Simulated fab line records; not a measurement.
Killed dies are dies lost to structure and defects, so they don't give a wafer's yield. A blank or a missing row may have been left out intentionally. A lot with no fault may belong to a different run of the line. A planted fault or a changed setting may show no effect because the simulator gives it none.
fab line records ; flow n5Finfet ; part 2 of 2: steps 26 to 31 of 31
record: lots: 5; wafers: 15; lastDay: 16
route steps=1938 shown WELL_APT@43 PMOS_HMC_CHANNEL_EPI@57
lots that met no fault: from a run of the same line without faults
startH: hours from the record's first day to the start of the lot's first wafer shown ; waitH: hours since the lot's step before ; " identical to the entry in the row above ; L1.1+2: a row that stands for several wafers ; - no value, or no start was given ; * or withheld: withheld ; < > ~ a bound
route shown NAME@n: NAME is a module with steps in the file, n the number in the route of the first one ; usual: mean and standard deviation over wafers with no fault ; same: alike in all rows ; chamber/n: place in a boat ; sites: the reading at each site ; _std_site: standard deviation across them ; _edge_site: mean of outer sites minus mean of inner sites ; radiusMm: for every site, how far away it sits from the centre of the wafer ; mask NAME#n: copy n ; behind: the tool/chamber that last shaped the wafer ; hold: cause of the lot's hold/its duration in hours/its outcome ; device: the n, p or np transistor that did not switch ; end of line: the route-end tests of the same wafers ; step lacking rows: just its recipe ; killed: at the first sort, the dies lost to defects and structure; wafer yield is something else ; map: a wafer's dies, marking killed ones x, the rest . and places with no die _
set.NAME: the setting that was run; set.NAME@STEP: the one run at that earlier step ; model.NAME: the simulator's own value behind a step, which no gauge read
a table for each step, a row for each wafer; lots at some steps of the route
services: from which hour (startH, from the record's first day; less than 0 if before it) a tool's chamber was out of use, for how many hours, and why
== steps ==
step: N5_PMOS_HMC_CHANNEL_EPI_DESCUM_14
recipe: chemistry: O2; timeS: 7.9; sourcePowerW: 50; biasPowerW: 20; pressureMtorr: 20; rfFrequencyHz: 2.712e+07; tempC: 40; resist: CAR-ArF-block; o2FlowSccm: 225
usual: drypumpMotorCurrentA: 6.0/0.45; oesProductAu: 0.77/0.099; rfFwdPowerW: 49.41/0.24; rfVppV: 243.1/1.5; showerheadPlenumPTorr: 2.09/0.083; throttleValvePct: 20.5/0.32
lot.wafer;tool;chamber;startH;waitH;drypumpMotorCurrentA;oesProductAu;rfFwdPowerW;rfHoursCounterH;rfVppV;showerheadPlenumPTorr;throttleValvePct
L085.2;rieDiel-02;1;83.21;0.0;5.7;0.96;49.28;2;247.3;2.25;19.9
L085.3;rieDiel-02;0;83.21;0.0;5.8;0.74;49.09;161;245.1;2.19;20.5
L085.6;rieDiel-02;0;83.21;0.0;5.8;0.74;49.10;-;245.2;2.19;20.5
L086.1;rieDiel-06;1;89.52;0.2;6.5;0.97;49.61;7;242.6;2.08;20.3
L086.4;rieDiel-06;3;89.52;0.2;5.7;1.02;49.86;0;241.2;2.07;20.4
L086.5;rieDiel-06;2;89.52;0.2;6.1;0.74;49.35;-;242.1;2.02;20.9
L088.3;rieDiel-06;1;101.10;0.1;6.5;0.95;49.25;10;242.7;2.07;20.3
L088.5;rieDiel-06;0;101.10;0.1;6.8;0.72;49.17;-;244.7;2.19;20.6
L088.6;rieDiel-06;1;101.10;0.1;6.4;0.95;49.46;-;242.3;2.07;20.3
L092.1;rieDiel-06;2;125.26;0.0;6.1;0.73;49.10;170;241.5;2.02;20.9
L092.3;rieDiel-06;1;125.26;0.0;6.5;0.94;49.44;18;244.0;2.07;20.3
L092.5;rieDiel-06;2;125.26;0.0;6.1;0.73;49.17;-;241.5;2.02;20.9
L093.4;rieDiel-02;0;131.34;0.0;5.8;0.73;48.79;174;245.2;2.19;20.5
L093.5;rieDiel-02;2;131.34;0.0;5.1;0.82;49.40;-;244.3;2.11;20.4
L093.6;rieDiel-02;1;131.34;0.0;5.8;0.90;49.27;-;245.1;2.24;20.0
step: N5_PMOS_HMC_CHANNEL_EPI_ETCH_32
recipe: chemistry: N2/H2; target: BARC; stopOn: SiO2; targetDepthA: 858; overEtchFrac: 0.3; timeS: 50.3; ionEnergyEv: 200; maskMaterial: CAR-ArF-block; pressureMtorr: 30; sourceW: 840; biasW: 150; n2FlowSccm: 200; h2FlowSccm: 200
usual: drypumpMotorCurrentA: 6.0/0.45; oesProductAu: 0.67/0.083; rfFwdPowerW: 832/3.2; rfVppV: 523.4/2.7; showerheadPlenumPTorr: 2.53/0.093; throttleValvePct: 17.92/0.3
same: overEtchFrac: 0.3
lot.wafer;tool;chamber;startH;waitH;drypumpMotorCurrentA;oesProductAu;rfFwdPowerW;rfHoursCounterH;rfVppV;showerheadPlenumPTorr;throttleValvePct
L085.2;rieDiel-02;1;83.24;0.0;5.8;0.82;829;2;529.2;2.72;17.41
L085.3;rieDiel-02;0;83.24;0.0;5.8;0.62;833;161;525.3;2.65;17.85
L085.6;rieDiel-02;0;83.24;0.0;5.8;0.62;828;-;526.8;2.65;17.87
L086.1;rieDiel-06;1;89.55;0.0;6.4;0.83;831;7;522.3;2.51;17.64
L086.4;rieDiel-06;3;89.55;0.0;5.7;0.87;832;0;522.9;2.49;17.68
L086.5;rieDiel-06;2;89.55;0.0;6.1;0.63;828;-;521.2;2.46;18.47
L088.3;rieDiel-06;1;101.13;0.0;6.5;0.81;829;10;522.1;2.51;17.64
L088.5;rieDiel-06;0;101.13;0.0;6.8;0.63;833;-;528.0;2.64;17.91
L088.6;rieDiel-06;1;101.13;0.0;6.5;0.81;832;-;523.1;2.51;17.63
L092.1;rieDiel-06;2;125.29;0.0;6.1;0.62;829;170;520.1;2.45;18.47
L092.3;rieDiel-06;1;125.29;0.0;6.5;0.80;832;18;522.7;2.50;17.67
L092.5;rieDiel-06;2;125.29;0.0;6.1;0.62;826;-;519.9;2.45;18.47
L093.4;rieDiel-02;0;131.37;0.0;5.8;0.62;833;174;526.2;2.64;17.87
L093.5;rieDiel-02;2;131.37;0.0;5.1;0.70;836;-;523.7;2.55;17.75
L093.6;rieDiel-02;1;131.37;0.0;5.7;0.80;835;-;527.3;2.72;17.44
step: N5_PMOS_HMC_CHANNEL_EPI_HM_OPEN_15
recipe: chemistry: CHF3/O2; target: SiO2; maskMaterial: CAR-ArF-block; targetDepthA: 406; CHF3_flow_sccm: 50; O2_flow_sccm: 5; Ar_flow_sccm: 200; timeS: 20.3; pressureMtorr: 30; sourceW: 650; biasW: 170; ionEnergyEv: 200
usual: drypumpMotorCurrentA: 6.0/0.45; oesProductAu: 0.77/0.099; rfFwdPowerW: 645.2/2.2; rfVppV: 527/12; showerheadPlenumPTorr: 2.39/0.084; throttleValvePct: 18.88/0.23
lot.wafer;tool;chamber;startH;waitH;drypumpMotorCurrentA;oesProductAu;rfFwdPowerW;rfHoursCounterH;rfVppV;showerheadPlenumPTorr;throttleValvePct
L085.2;rieDiel-02;1;83.28;0.0;5.8;0.97;641.0;2;545;2.56;18.37
L085.3;rieDiel-02;0;83.28;0.0;5.8;0.71;643.3;161;534;2.48;18.74
L085.6;rieDiel-02;0;83.28;0.0;5.8;0.71;641.3;-;533;2.48;18.74
L086.1;rieDiel-06;1;89.59;0.0;6.5;0.96;643.0;7;517;2.38;18.65
L086.4;rieDiel-06;3;89.59;0.0;5.7;0.99;648.1;0;522;2.38;18.69
L086.5;rieDiel-06;2;89.59;0.0;6.1;0.73;646.2;-;546;2.31;19.27
L088.3;rieDiel-06;1;101.17;0.0;6.5;0.95;650.2;10;517;2.38;18.68
L088.5;rieDiel-06;0;101.17;0.0;6.8;0.71;645.7;-;510;2.48;18.83
L088.6;rieDiel-06;1;101.17;0.0;6.5;0.95;646.9;-;517;2.38;18.66
L092.1;rieDiel-06;2;125.33;0.0;6.1;0.71;645.9;170;543;2.30;19.27
L092.3;rieDiel-06;1;125.33;0.0;6.5;0.92;645.9;18;518;2.38;18.67
L092.5;rieDiel-06;2;125.33;0.0;6.1;0.72;644.0;-;545;2.30;19.27
L093.4;rieDiel-02;0;131.42;0.0;5.8;0.70;644.1;174;534;2.47;18.78
L093.5;rieDiel-02;2;131.42;0.0;5.1;0.80;642.0;-;511;2.45;18.94
L093.6;rieDiel-02;1;131.42;0.0;5.7;0.91;645.2;-;545;2.56;18.41
step: N5_PMOS_HMC_CHANNEL_EPI_STRIP_33
recipe: chemistry: N2/H2; powerW: 500; tempC: 40; pressureMtorr: 50; rfFrequencyHz: 6e+07; overashFraction: 0.3; biasPowerW: 8; h2Frac: 0.5; n2FlowSccm: 300; h2FlowSccm: 300
usual: drypumpMotorCurrentA: 6.0/0.45; oesProductAu: 0.77/0.099; rfVppV: 54.2/1.7; showerheadPlenumPTorr: 3.34/0.12; throttleValvePct: 19.0/0.43
same: overashFraction: 0.3
lot.wafer;tool;chamber;startH;waitH;drypumpMotorCurrentA;oesProductAu;rfHoursCounterH;rfVppV;showerheadPlenumPTorr;throttleValvePct
L085.2;rieDiel-02;1;83.34;0.0;5.7;0.94;2;55.4;3.59;18.6
L085.3;rieDiel-02;0;83.34;0.0;5.8;0.75;161;56.3;3.49;19.0
L085.6;rieDiel-02;0;83.34;0.0;5.8;0.75;-;52.0;3.49;19.0
L086.1;rieDiel-06;1;89.65;0.0;6.5;0.98;7;50.5;3.31;18.7
L086.4;rieDiel-06;3;89.65;0.0;5.8;1.02;0;53.1;3.30;19.0
L086.5;rieDiel-06;2;89.65;0.0;6.1;0.74;-;53.5;3.25;19.9
L088.3;rieDiel-06;1;101.23;0.0;6.5;0.95;10;53.8;3.31;18.8
L088.5;rieDiel-06;0;101.23;0.0;6.8;0.72;-;57.1;3.48;18.8
L088.6;rieDiel-06;1;101.23;0.0;6.5;0.98;-;52.0;3.31;18.7
L092.1;rieDiel-06;2;125.39;0.0;6.1;0.73;170;53.9;3.24;19.9
L092.3;rieDiel-06;1;125.39;0.0;6.5;0.94;18;49.6;3.31;18.8
L092.5;rieDiel-06;2;125.39;0.0;6.2;0.72;-;55.4;3.24;19.9
L093.4;rieDiel-02;0;131.47;0.0;5.8;0.73;174;54.2;3.48;19.0
L093.5;rieDiel-02;2;131.47;0.0;5.1;0.81;-;54.7;3.37;18.7
L093.6;rieDiel-02;1;131.47;0.0;5.8;0.89;-;55.4;3.58;18.6
step: N5_PMOS_HMC_CHANNEL_EPI_STRIP_17
recipe: chemistry: SPM; timeS: 750; tempC: 130; h2so4H2o2VolRatio: 4; dry: ipaMarangoni
usual: bathGuardTempC: 130.0/0.41
lot.wafer;tool;chamber;startH;waitH;bathGuardTempC
L085.2;wetBench-01;5;83.41;-;129.7
L085.3;wetBench-01;1;83.41;-;129.2
L085.6;wetBench-01;3;83.41;-;130.1
L086.1;wetBench-04;0;89.72;-;129.8
L086.4;wetBench-04;7;89.72;-;129.9
L086.5;wetBench-04;1;89.72;-;129.8
L088.3;wetBench-06;1;101.30;-;129.7
L088.5;wetBench-06;3;101.30;-;129.3
L088.6;wetBench-06;7;101.30;-;129.8
L092.1;wetBench-06;0;125.46;-;130.0
L092.3;wetBench-06;1;125.46;-;129.8
L092.5;wetBench-06;6;125.46;-;130.7
L093.4;wetBench-01;5;131.54;-;129.7
L093.5;wetBench-01;7;131.54;-;129.9
L093.6;wetBench-01;6;131.54;-;130.0
step: N5_PMOS_HMC_CHANNEL_EPI_ETCH_38
recipe: chemistry: CF4; target: SiO2; targetDepthA: 15; ionEnergyEv: 350; pressureMtorr: 10; icpW: 800; biasW: 400; cf4FlowSccm: 80
usual: cf4FlowSccm: 80.00/0.24; drypumpMotorCurrentA: 5.5/0.43; oesProductAu: 1.001/0.028; rfFwdPowerW: 785/5; throttleValvePct: 21.6/0.32
lot.wafer;tool;chamber;startH;waitH;cf4FlowSccm;drypumpMotorCurrentA;oesProductAu;rfFwdPowerW;rfHoursCounterH;throttleValvePct
L085.2;rieSi-02;3;83.64;0.0;79.88;5.4;1.033;783;82;21.3
L085.3;rieSi-02;0;83.64;0.0;79.77;5.3;1.035;783;17;21.5
L085.6;rieSi-02;2;83.64;0.0;80.38;5.3;0.978;789;-;21.4
L086.1;rieSi-02;1;89.95;0.0;80.05;4.8;0.985;784;56;22.2
L086.4;rieSi-02;3;89.95;0.0;80.03;5.3;1.022;779;82;21.3
L086.5;rieSi-02;2;89.95;0.0;80.32;5.3;0.972;789;-;21.4
L088.3;rieSi-01;2;101.54;0.0;79.87;6.0;0.970;785;112;21.4
L088.5;rieSi-01;1;101.54;0.0;80.29;5.6;0.999;788;-;21.8
L088.6;rieSi-01;2;101.54;0.0;80.40;6.0;0.966;784;-;21.4
L092.1;rieSi-01;2;125.69;0.0;80.15;5.9;0.972;792;112;21.4
L092.3;rieSi-01;1;125.69;0.0;80.48;5.6;1.005;789;159;21.8
L092.5;rieSi-01;1;125.69;0.0;79.97;5.6;0.995;787;-;21.8
L093.4;rieSi-01;0;131.78;0.0;80.21;5.6;1.044;777;-;22.0
L093.5;rieSi-01;2;131.78;0.0;79.89;6.0;0.963;793;-;21.4
L093.6;rieSi-01;1;131.78;0.0;79.68;5.6;0.991;790;-;21.8
== services ==
tool;chamber;startH;hours;kind
pecvd-02;2;57.03;2.1;scheduledDown
arfiScanner-01;-;61.06;0.6;repair
rieDiel-04;1;61.88;9.0;repair
pecvd-03;-;63.23;0.4;repair
rieDiel-03;2;66.09;10.9;repair
rieDiel-06;3;72.91;-;clean
rieDiel-06;3;72.91;-;consumableReplace:focusRing
rieDiel-06;3;72.91;16.2;scheduledDown
rieDiel-06;3;72.91;16.2;ventCycle
arfiScanner-02;-;73.74;6.0;pm
pecvd-02;2;74.40;5.5;scheduledDown
rieDiel-04;2;79.40;6.3;repair
rieDiel-02;2;80.85;8.0;repair
arfiScanner-01;-;86.34;0.8;pm
epiRpcvd-01;-;100.06;27.2;pm
pecvd-03;-;102.04;0.8;repair
pecvd-02;-;106.09;1.8;repair
rieDiel-03;1;106.97;6.5;repair
arfiScanner-02;-;121.36;16.0;pm
rieSi-01;3;122.16;-;clean
rieSi-01;3;122.16;29.4;scheduledDown
rieDiel-04;1;122.19;9.0;repair
rieDiel-05;0;125.61;4.7;repair
arfiScanner-01;-;128.95;1.8;repair
